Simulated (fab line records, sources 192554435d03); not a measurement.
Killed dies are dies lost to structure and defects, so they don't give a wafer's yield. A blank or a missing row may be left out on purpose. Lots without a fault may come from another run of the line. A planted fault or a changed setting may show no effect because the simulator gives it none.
fab line records | flow n5_finfet
record lots=15 wafers=43 last_day=17
route steps=1938 shown GATE_CUT@492 BEOL_M4@1111
lots that met no fault: from a run of the same line without faults
start_h: hours from the record's first day to the start of the lot's first wafer shown | wait_h: hours since the lot's step before | " the same as in the row above | L1.1+2: a row that stands for several wafers | - no value, or no start given | * or withheld: withheld | < > ~ a bound
route shown NAME@n: a module of which the file shows steps, and the number in the route of the first | usual: mean/standard deviation of fault-free wafers | same: alike in all rows | chamber/n: place in a boat | sites: the reading at each site | _std_site: their standard deviation | _edge_site: outer sites' mean less inner sites' | radius_mm: how far each site lies from the wafer's centre | mask NAME#n: copy n | behind: the tool/chamber that last shaped the wafer | hold: why the lot was held/for how many hours/how that ended | device: the transistor (n, p or np) that didn't switch | end of line: the same wafers' tests at the end of the route | a step without rows: its recipe alone | killed: dies lost to structure and defects at the first sort, not the wafer's yield | map: a wafer's dies, x killed, . not, _ none there
set.NAME: the setting as run; set.NAME@STEP: as run at that earlier step | model.NAME: the simulator's own value behind a step, which no gauge read
steps of the route over a sample of lots; a table a step, a row a wafer
services: from which hour (start_h, from the record's first day; less than 0 if before it) a tool's chamber was out of use, for how many hours, and why
## steps
# step N5_GATE_CUT_ETCH_36
# recipe chemistry=CF4 target=SiARC target_depth_a=130 mask_material=CAR-EUV time_s=21.7 ion_energy_ev=80 pressure_mtorr=40 source_w=545 bias_w=36 Ar_flow_sccm=100 cf4_flow_sccm=100 ends=cleared
# usual drypump_motor_current_A=5.6/0.52 etch_rf_on_time_s=21.5/0.58 oes_product_au=0.66/0.08 rf_vpp_V=184.0/1.2 showerhead_plenum_p_Torr=2.14/0.072 throttle_valve_pct=15.55/0.26
# columns lot.wafer tool chamber start_h wait_h drypump_motor_current_A etch_rf_on_time_s oes_product_au rf_hours_counter_h rf_vpp_V showerhead_plenum_p_Torr throttle_valve_pct
L785.4 rie_diel-03 3 89.60 0.0 5.5 21.5 0.60 228 184.0 2.12 15.92
L785.5 " 3 " " 5.4 21.8 0.60 - 182.6 2.12 15.93
L785.6 " 0 " " 5.7 21.3 0.61 - 183.6 2.12 15.79
L786.2 rie_diel-03 0 93.80 0.0 5.7 21.3 0.60 215 182.6 2.12 15.78
L786.3 " 1 " " 4.9 21.5 0.79 15 187.0 2.26 15.66
L786.4 " 2 " " 6.6 21.6 0.68 127 185.0 2.22 15.45
L787.1 rie_diel-05 3 98.86 0.0 5.0 21.3 0.60 224 183.1 2.10 15.35
L787.3 " 0 " " 5.5 21.4 0.80 17 183.6 2.18 14.99
L787.4 " 2 " " 5.7 21.7 0.58 215 184.3 2.21 15.44
L788.2 rie_diel-04 3 103.39 0.0 6.1 21.2 0.69 102 183.7 2.07 15.60
L788.4 " 1 " " 5.0 21.6 0.64 145 183.0 2.06 15.58
L788.5 " 3 " " 6.1 21.3 0.69 - 183.7 2.07 15.59
L790.2 rie_diel-04 0 113.43 0.0 5.1 20.9 0.63 187 182.8 2.04 15.49
L790.3 " 2 " " 6.3 20.5 0.63 197 183.0 2.12 15.87
L790.5 " 2 " " 6.3 20.6 0.63 - 183.8 2.12 15.87
L791.1 rie_diel-05 3 124.46 0.0 5.0 21.4 0.60 231 185.0 2.10 15.36
L791.5 " 0 " " 5.6 21.7 0.79 - 184.6 2.18 15.03
L791.6 " 3 " " 5.0 21.6 0.60 - 185.1 2.10 15.36
L794.1 rie_diel-03 3 146.45 0.0 5.5 21.6 0.59 246 182.9 2.11 15.97
L794.5 " 1 " " 4.9 21.4 0.77 - 184.2 2.26 15.69
L795.1 rie_diel-05 3 150.16 0.0 5.0 21.4 0.59 240 183.8 2.10 15.36
L795.2 " 2 " " 5.7 21.8 0.57 227 184.0 2.21 15.46
L795.4 " 0 " " 5.5 21.6 0.77 33 184.7 2.18 15.06
L796.5 rie_diel-05 3 156.74 0.0 5.0 21.4 0.58 - 184.0 2.10 15.37
L796.6 " 0 " " 5.5 21.6 0.78 - 184.5 2.18 15.07
L797.1 rie_diel-03 3 162.67 0.0 5.4 21.6 0.60 250 184.7 2.11 15.95
L797.3 " 0 " " 5.6 21.6 0.60 237 183.8 2.11 15.83
L797.4 " 1 " " 4.9 21.4 0.76 36 183.8 2.26 15.70
L798.3 rie_diel-04 1 163.83 0.0 5.0 21.6 0.62 163 182.8 2.06 15.60
L798.4 " 2 " " 6.3 21.0 0.61 213 184.2 2.12 15.92
L798.6 " 1 " " 5.0 21.4 0.62 - 182.5 2.06 15.61
L803.1 rie_diel-05 2 195.03 0.0 5.7 21.9 0.56 243 185.8 2.20 15.49
L803.3 " 0 " " 5.6 21.6 0.76 50 184.2 2.17 15.08
L803.6 " 1 " " 5.8 23.1 0.57 - 183.0 2.02 15.59
L804.2 rie_diel-03 1 202.89 0.0 4.9 21.4 0.74 53 184.4 2.25 15.73
L804.4 " 2 " " 6.6 21.7 0.65 - 184.6 2.20 15.49
L804.6 " 1 " " 4.9 21.2 0.74 - 187.4 2.25 15.74
L805.1 rie_diel-03 2 203.27 0.0 6.6 21.8 0.64 163 184.2 2.20 15.51
L805.2 " 3 " " 5.4 20.9 0.82 7 183.9 2.11 15.46
L805.6 " 2 " " 6.6 21.9 0.65 - 185.5 2.20 15.50
L808.1 rie_diel-05 3 222.21 0.0 5.0 20.6 0.84 6 183.7 2.09 14.90
L808.3 " 0 " " 5.5 21.7 0.74 59 184.8 2.17 15.11
L808.5 " 2 " " 5.7 21.7 0.56 - 184.7 2.20 15.50
# step N5_GATE_CUT_STRIP_42
# recipe chemistry=O2 power_w=400 temp_c=40 pressure_mtorr=30 rf_frequency_hz=6e+07 bias_power_w=0 overash_fraction=0.3 o2_flow_sccm=225
# usual drypump_motor_current_A=5.6/0.53 oes_product_au=0.77/0.093 rf_vpp_V=3.7/0.47 showerhead_plenum_p_Torr=2.10/0.076 throttle_valve_pct=16.63/0.28
# same bias_power_w=0
# columns lot.wafer tool chamber start_h wait_h drypump_motor_current_A oes_product_au rf_hours_counter_h rf_vpp_V showerhead_plenum_p_Torr throttle_valve_pct
L785.4 rie_diel-03 3 89.79 0.0 5.4 0.70 228 3.4 2.08 16.98
L785.5 " 3 " " 5.4 0.69 - 3.9 2.08 16.99
L785.6 " 0 " " 5.7 0.70 - 3.8 2.08 16.91
L786.2 rie_diel-03 0 93.99 0.0 5.7 0.71 215 3.5 2.08 16.88
L786.3 " 1 " " 4.9 0.93 15 3.9 2.22 16.75
L786.4 " 2 " " 6.6 0.78 127 3.9 2.20 16.65
L787.1 rie_diel-05 3 99.05 0.0 5.0 0.70 224 3.6 2.05 16.35
L787.3 " 0 " " 5.5 0.95 17 3.7 2.14 16.05
L787.4 " 2 " " 5.7 0.68 215 3.2 2.16 16.42
L788.2 rie_diel-04 3 103.58 0.0 6.0 0.80 102 3.9 2.04 16.67
L788.4 " 1 " " 5.0 0.74 145 4.0 2.02 16.64
L788.5 " 3 " " 6.1 0.80 - 3.2 2.04 16.66
L790.2 rie_diel-04 0 113.62 0.0 5.1 0.72 187 3.4 1.99 16.55
L790.3 " 2 " " 6.3 0.71 197 3.7 2.09 16.96
L790.5 " 2 " " 6.3 0.71 - 4.2 2.09 16.95
L791.1 rie_diel-05 3 124.65 0.0 5.0 0.69 231 3.5 2.05 16.34
L791.5 " 0 " " 5.6 0.93 - 3.6 2.13 16.07
L791.6 " 3 " " 5.0 0.69 - 3.3 2.05 16.35
L794.1 rie_diel-03 3 146.64 0.0 5.4 0.69 246 3.8 2.07 17.04
L794.5 " 1 " " 4.9 0.90 - 3.7 2.22 16.77
L795.1 rie_diel-05 3 150.35 0.0 5.0 0.68 240 3.4 2.04 16.35
L795.2 " 2 " " 5.7 0.67 227 3.5 2.16 16.44
L795.4 " 0 " " 5.5 0.91 33 3.7 2.13 16.09
L796.5 rie_diel-05 3 156.94 0.0 5.0 0.69 - 4.6 2.04 16.37
L796.6 " 0 " " 5.5 0.91 - 3.9 2.13 16.10
L797.1 rie_diel-03 3 162.86 0.0 5.4 0.69 250 4.3 2.07 17.04
L797.3 " 0 " " 5.7 0.68 237 4.1 2.08 16.94
L797.4 " 1 " " 4.9 0.88 36 3.2 2.22 16.78
L798.3 rie_diel-04 1 164.02 0.0 5.0 0.72 163 4.1 2.01 16.68
L798.4 " 2 " " 6.3 0.71 213 3.3 2.08 16.99
L798.6 " 1 " " 5.0 0.73 - 3.6 2.01 16.69
L803.1 rie_diel-05 2 195.22 0.0 5.7 0.66 244 3.8 2.15 16.45
L803.3 " 0 " " 5.5 0.89 50 3.5 2.12 16.13
L803.6 " 1 " " 5.8 0.69 - 3.6 1.98 16.68
L804.2 rie_diel-03 1 203.09 0.0 4.9 0.85 53 3.3 2.21 16.81
L804.4 " 2 " " 6.6 0.75 - 3.0 2.19 16.71
L804.6 " 1 " " 4.9 0.85 - 4.3 2.21 16.80
L805.1 rie_diel-03 2 203.46 0.0 6.6 0.75 163 3.5 2.19 16.71
L805.2 " 3 " " 5.4 0.95 7 3.8 2.07 16.58
L805.6 " 2 " " 6.6 0.75 - 3.9 2.19 16.70
L808.1 rie_diel-05 3 222.40 0.0 5.0 0.96 6 2.9 2.04 15.90
L808.3 " 0 " " 5.5 0.87 59 3.5 2.12 16.14
L808.5 " 2 " " 5.7 0.65 - 3.3 2.15 16.48
# step N5_GATE_CUT_CUT_ETCH_55
# recipe chemistry=BCl3 target=HfO2 mask_material=SiO2 target_depth_a=32 ion_energy_ev=30 pressure_mtorr=5 icp_w=450 bias_w=18 bcl3_flow_sccm=80
# usual drypump_motor_current_A=5.61/0.16 oes_product_au=0.72/0.12 throttle_valve_pct=33.3/0.53
# columns lot.wafer tool chamber start_h wait_h drypump_motor_current_A oes_product_au rf_hours_counter_h throttle_valve_pct
L785.4 rie_metal-02 1 90.07 0.0 5.67 0.64 - 33.9
L785.5 " 1 " " 5.63 0.64 - 33.9
L785.6 " 0 " " 5.86 0.98 - 33.9
L786.2 rie_metal-03 1 94.26 0.0 5.59 0.63 109 32.8
L786.3 " 0 " " 5.51 0.62 - 33.6
L786.4 " 1 " " 5.60 0.63 - 32.8
L787.1 rie_metal-03 0 99.33 0.0 5.50 0.63 109 33.6
L787.3 " 0 " " 5.51 0.63 - 33.6
L787.4 " 1 " " 5.61 0.63 - 32.8
L788.2 rie_metal-01 1 103.85 0.0 5.66 0.71 65 32.6
L788.4 " 0 " " 5.30 0.83 - 32.8
L788.5 " 0 " " 5.35 0.83 - 32.8
L790.2 rie_metal-02 0 113.89 0.0 5.86 0.95 3 33.9
L790.3 " 1 " " 5.64 0.64 - 33.9
L790.5 " 0 " " 5.85 0.95 - 33.9
L791.1 rie_metal-02 0 124.91 0.0 5.85 0.93 4 33.9
L791.5 " 1 " " 5.63 0.64 - 33.9
L791.6 " 0 " " 5.86 0.93 - 33.9
L794.1 rie_metal-03 0 146.91 0.0 5.51 0.63 113 33.6
L794.5 " 1 " " 5.59 0.63 - 32.8
L795.1 rie_metal-01 1 150.61 0.0 5.67 0.70 70 32.6
L795.2 " 0 " " 5.32 0.82 28 32.8
L795.4 " 0 " " 5.32 0.81 - 32.8
L796.5 rie_metal-02 0 157.20 0.0 5.86 0.91 - 33.9
L796.6 " 1 " " 5.65 0.63 - 33.9
L797.1 rie_metal-02 0 163.13 0.0 5.88 0.90 9 33.9
L797.3 " 0 " " 5.87 0.90 - 33.9
L797.4 " 1 " " 5.67 0.62 - 33.9
L798.3 rie_metal-02 0 164.30 0.0 5.85 0.90 - 33.9
L798.4 " 1 " " 5.61 0.63 - 33.9
L798.6 " 0 " " 5.86 0.91 - 33.9
L803.1 rie_metal-03 1 195.49 0.0 5.59 0.62 118 32.8
L803.3 " 1 " " 5.60 0.62 - 32.8
L803.6 " 1 " " 5.59 0.62 - 32.8
L804.2 rie_metal-03 1 203.35 0.0 5.59 0.62 119 32.8
L804.4 " 0 " " 5.50 0.62 - 33.6
L804.6 " 0 " " 5.50 0.61 - 33.6
L805.1 rie_metal-01 0 203.73 0.0 5.36 0.80 34 32.8
L805.2 " 1 " " 5.65 0.69 76 32.6
L805.6 " 1 " " 5.67 0.69 - 32.6
L808.1 rie_metal-03 0 222.67 0.0 5.52 0.61 118 33.6
L808.3 " 1 " " 5.59 0.62 - 32.9
L808.5 " 1 " " 5.59 0.62 - 32.9
# step N5_GATE_CUT_CMP_23
# recipe stop_on=SiO2 t_overpolish_s=23.4 post_cmp_clean=alkaline_brush down_force_psi=2.5 platen_rpm=51.8 pad_velocity_m_s=1.0307 target_thk_nm=16
# usual edge_zone_pressure_frac=0.999/0.0054 head_pressure_psi=2.501/0.0058 motor_current_A=8.9/1.2 overpolish_run_s=23.400/0.01 pad_life_wafers=1060/650 retaining_ring_pressure_frac=1.001/0.0047 slurry_flow_ml_min=150.0/0.49 time_to_endpoint_s=19.1/2.9
# columns lot.wafer tool chamber start_h wait_h edge_zone_pressure_frac head_pressure_psi motor_current_A overpolish_run_s pad_life_wafers retaining_ring_pressure_frac slurry_flow_ml_min time_to_endpoint_s
L785.4 cmp-03 1 91.91 0.8 0.996 2.495 8.0 23.412 1506 0.998 151.0 18.9
L785.5 " 1 " " 1.003 2.493 7.8 23.392 - 0.993 150.2 20.6
L785.6 " 2 " " 1.000 2.499 8.9 23.396 - 1.006 149.5 19.6
L786.3 cmp-03 1 96.15 0.8 0.986 2.500 7.7 23.415 1542 1.005 150.0 18.9
L786.2 " 2 " " 0.993 2.503 9.0 23.410 1543 1.005 149.5 19.5
L786.4 " 0 " " 0.998 2.501 9.4 23.405 1545 1.002 150.5 19.2
L787.1 cmp-02 3 101.14 0.8 0.999 2.495 8.0 23.405 348 0.996 149.8 20.3
L787.4 " 1 " " 1.005 2.509 8.3 23.399 350 1.007 150.3 16.6
L787.3 " 2 " " 0.989 2.515 9.9 23.399 351 1.009 150.2 17.7
L788.4 cmp-01 2 105.75 0.8 1.000 2.502 12.7 23.401 1412 1.000 150.2 20.7
L788.2 " 3 " " 0.995 2.501 8.4 23.408 1413 1.004 150.6 19.4
L788.5 " 1 " " 1.001 2.510 8.3 23.398 - 0.999 150.3 19.0
L790.2 cmp-02 0 116.73 0.8 0.998 2.503 9.0 23.374 480 0.999 150.0 23.0
L790.3 " 2 " " 0.996 2.501 9.7 23.405 482 1.004 149.0 17.6
L790.5 " 0 " " 0.995 2.499 8.8 23.416 - 1.000 150.3 22.3
L791.1 cmp-01 2 127.09 0.8 0.995 2.505 12.9 23.402 1604 1.000 150.1 14.8
L791.5 " 0 " " 1.003 2.499 8.8 23.405 - 1.001 150.4 22.5
L791.6 " 1 " " 1.001 2.502 8.8 23.398 - 1.006 150.0 16.9
L794.1 cmp-01 3 148.88 0.9 0.995 2.501 8.1 23.388 1851 0.997 150.2 21.9
L794.5 " 1 " " 1.001 2.507 8.8 23.394 - 0.999 150.1 17.7
L795.2 cmp-02 1 152.47 0.8 1.012 2.494 8.3 23.385 847 0.993 150.0 13.3
L795.4 " 2 " " 0.991 2.495 9.3 23.406 848 1.007 150.0 13.5
L795.1 " 3 " " 0.998 2.508 8.1 23.407 849 1.002 150.4 16.0
L796.6 cmp-02 1 159.19 0.2 1.003 2.503 8.0 23.403 - 1.004 150.6 14.2
L796.5 " 2 " " 0.994 2.505 10.2 23.395 - 1.003 149.9 13.1
L797.3 cmp-03 1 165.35 0.8 0.999 2.503 7.8 23.405 2052 0.992 149.8 18.6
L797.4 " 2 " " 1.000 2.496 9.2 23.389 2053 0.998 150.2 20.8
L797.1 " 0 " " 1.000 2.498 9.0 23.379 2055 1.001 151.2 19.4
L798.4 cmp-02 2 166.18 0.8 0.996 2.510 10.4 23.411 968 1.005 150.6 14.9
L798.3 " 3 " " 0.992 2.496 7.9 23.408 969 1.003 149.9 16.3
L798.6 " 0 " " 1.003 2.509 8.4 23.394 - 1.000 149.6 20.0
L803.1 cmp-03 3 197.35 0.8 - - - - - - - -
L803.3 " 1 " " - - - - - - - -
L803.6 " 3 " " - - - - - - - -
L804.4 cmp-01 0 205.20 0.1 - - - - - - - -
L804.2 " 1 " " - - - - - - - -
L804.6 " 3 " " - - - - - - - -
L805.2 cmp-02 2 205.55 0.8 - - - - - - - -
L805.1 " 1 " " - - - - - - - -
L805.6 " 2 " " - - - - - - - -
L808.3 cmp-02 0 224.49 0.8 1.002 2.501 8.8 23.411 1470 1.007 150.0 15.3
L808.1 " 3 " " 0.996 2.505 7.9 23.399 1473 1.002 149.8 17.1
L808.5 " 0 " " 1.002 2.502 9.0 23.382 - 1.001 149.7 16.6
# step N5_BEOL_M4_RC_MEAS_101
# usual DIBL_N=36.1/1.5 DIBL_P=36.1/1.9 IOFF_N=0.159/0.029 IOFF_P=0.21/0.038 ION_N=675/11 ION_P=464/8.1 SS_N=71.5/0.57 SS_P=73.3/0.64 VT_N=249/3.1 VT_P=-250/3.8
# columns lot.wafer tool chamber start_h wait_h DIBL_N[mV/V] DIBL_P[mV/V] IOFF_N[nA/um] IOFF_P[nA/um] ION_N[uA/um] ION_P[uA/um] SS_N[mV/dec] SS_P[mV/dec] VT_N[mV] VT_P[mV]
L785.4 prober-01 0 158.90 0.5 37.0 37.6 0.149 0.21 664 462 71.6 73.3 249 -251
L785.5 " 0 " " 35.4 34.6 0.118 0.17 654 457 71.8 72.9 255 -254
L785.6 " 0 " " 37.2 38.3 0.144 0.22 664 461 71.6 73.2 252 -251
L786.2 prober-01 0 174.34 0.2 36.9 35.9 0.156 0.20 667 456 71.5 72.8 250 -250
L786.3 " 0 " " 36.2 35.2 0.148 0.19 675 457 71.4 73.0 251 -252
L786.4 " 0 " " 36.3 34.8 0.152 0.18 658 453 71.5 72.6 253 -252
L787.1 prober-02 0 176.70 0.0 33.6 32.4 0.118 0.18 668 461 71.4 72.6 257 -248
L787.3 " 0 " " 35.6 35.8 0.147 0.22 680 471 72.0 73.4 251 -249
L787.4 " 0 " " 36.6 36.9 0.173 0.24 691 471 72.1 73.4 248 -249
L788.2 prober-01 0 177.54 0.2 37.8 37.3 0.161 0.24 666 464 71.8 73.8 249 -246
L788.4 " 0 " " 35.9 34.2 0.137 0.19 672 462 72.3 72.5 250 -249
L788.5 " 0 " " 36.7 36.4 0.148 0.22 654 454 71.5 73.3 253 -247
L790.2 prober-01 0 194.65 0.2 34.6 34.2 0.129 0.18 665 463 71.2 72.7 252 -254
L790.3 " 0 " " 37.2 38.0 0.189 0.25 684 471 72.2 74.2 248 -248
L790.5 " 0 " " 35.8 36.5 0.154 0.22 676 469 71.4 73.1 248 -250
L791.1 prober-02 0 199.70 0.0 38.1 37.4 0.169 0.23 670 461 72.0 73.6 250 -250
L791.5 " 0 " " 36.5 35.2 0.151 0.20 679 469 71.3 73.0 249 -250
L791.6 " 0 " " 37.6 35.9 0.170 0.20 669 458 71.9 73.2 247 -251
L794.1 prober-02 0 220.88 0.0 37.8 37.7 0.172 0.25 677 474 71.8 73.7 247 -246
L794.5 " 0 " " 36.9 36.1 0.151 0.23 676 466 71.4 73.1 249 -247
L795.1 prober-01 0 221.25 0.0 38.4 39.8 0.223 0.27 690 473 71.5 73.7 245 -246
L795.2 " 0 " " 35.0 35.6 0.157 0.22 676 471 71.9 73.3 247 -249
L795.4 " 0 " " 34.1 34.0 0.149 0.19 677 467 71.1 72.8 247 -251
L796.5 prober-01 0 227.34 0.6 36.3 36.1 0.173 0.26 686 468 70.9 73.7 246 -244
L796.6 " 0 " " 37.4 37.4 0.209 0.29 695 477 72.2 74.1 245 -241
L797.1 prober-01 0 245.48 0.0 33.0 32.4 0.104 0.15 660 446 70.9 72.5 255 -254
L797.3 " 0 " " 36.2 35.5 0.145 0.18 664 456 71.4 73.0 252 -253
L797.4 " 0 " " 33.8 33.0 0.109 0.15 668 453 71.1 72.2 256 -254
L798.3 prober-01 0 248.66 0.3 36.7 38.0 0.168 0.23 687 464 71.7 73.1 249 -249
L798.4 " 0 " " 34.2 34.1 0.113 0.17 656 460 70.8 73.2 256 -254
L798.6 " 0 " " 36.9 37.7 0.155 0.22 670 470 71.5 74.0 250 -250
L808.1 prober-01 0 321.45 0.0 36.2 36.8 0.181 0.23 684 469 71.1 73.3 247 -247
L808.3 " 0 " " 36.6 36.4 0.180 0.23 680 468 70.9 72.5 246 -248
L808.5 " 0 " " 34.8 36.0 0.168 0.23 686 473 71.5 73.6 244 -247
## services
# columns tool chamber start_h hours kind
rie_metal-02 1 69.41 10.0 repair
cmp-02 - 94.81 4.1 repair
rie_metal-02 1 99.28 7.9 repair
cmp-03 - 105.88 3.7 pm
cmp-03 - 133.43 6.7 pm
cmp-01 - 160.58 1.5 repair
rie_metal-03 0 161.49 16.5 repair
rie_diel-03 3 162.99 - clean
rie_diel-03 3 162.99 - consumable_replace:focus_ring
rie_diel-03 3 162.99 17.8 scheduled_down
rie_diel-03 3 162.99 17.8 vent_cycle
cmp-03 - 178.06 4.0 pm
cmp-01 - 179.65 4.0 pm
rie_diel-05 3 180.01 - clean
rie_diel-05 3 180.01 - consumable_replace:focus_ring
rie_diel-04 1 183.48 4.8 repair
rie_diel-03 0 193.33 - clean
rie_diel-03 0 193.33 - consumable_replace:focus_ring
rie_diel-03 0 193.33 26.6 scheduled_down
rie_diel-03 0 193.33 26.6 vent_cycle
cmp-02 - 196.25 2.8 repair
cmp-01 - 202.18 2.4 repair
rie_diel-05 1 212.43 - clean
rie_diel-05 1 212.43 - consumable_replace:focus_ring
## key
first_sign step=N5_GATE_CUT_CMP_23 reading=tool_record direction=missing
effect none on later readings
met_at N5_GATE_CUT_CMP_23
struck_lots L803,L804,L805
later_rows_left_out L803.1,L803.3,L803.6,L804.2,L804.4,L804.6,L805.1,L805.2,L805.6
sort_left_out L803.1,L803.3,L803.6,L804.2,L804.4,L804.6,L805.1,L805.2,L805.6
not_acting_at N5_GATE_CUT_ETCH_36,N5_GATE_CUT_STRIP_42,N5_GATE_CUT_CUT_ETCH_55
onset_between 166.18 197.35
fault kind=skipped_step_whole tool=cmp-01,cmp-02,cmp-03 chamber=- onset_h=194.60 steps=N5_GATE_CUT_CMP_23 scope=struck_lots_only
# sort_left_out: the simulated sort isn't trusted on such a fault, so these wafers' sort isn't shown, and their yield isn't known
# later_rows_left_out: the simulator's readings of these wafers behind a module that went badly wrong aren't trusted and aren't shown, but for the sort
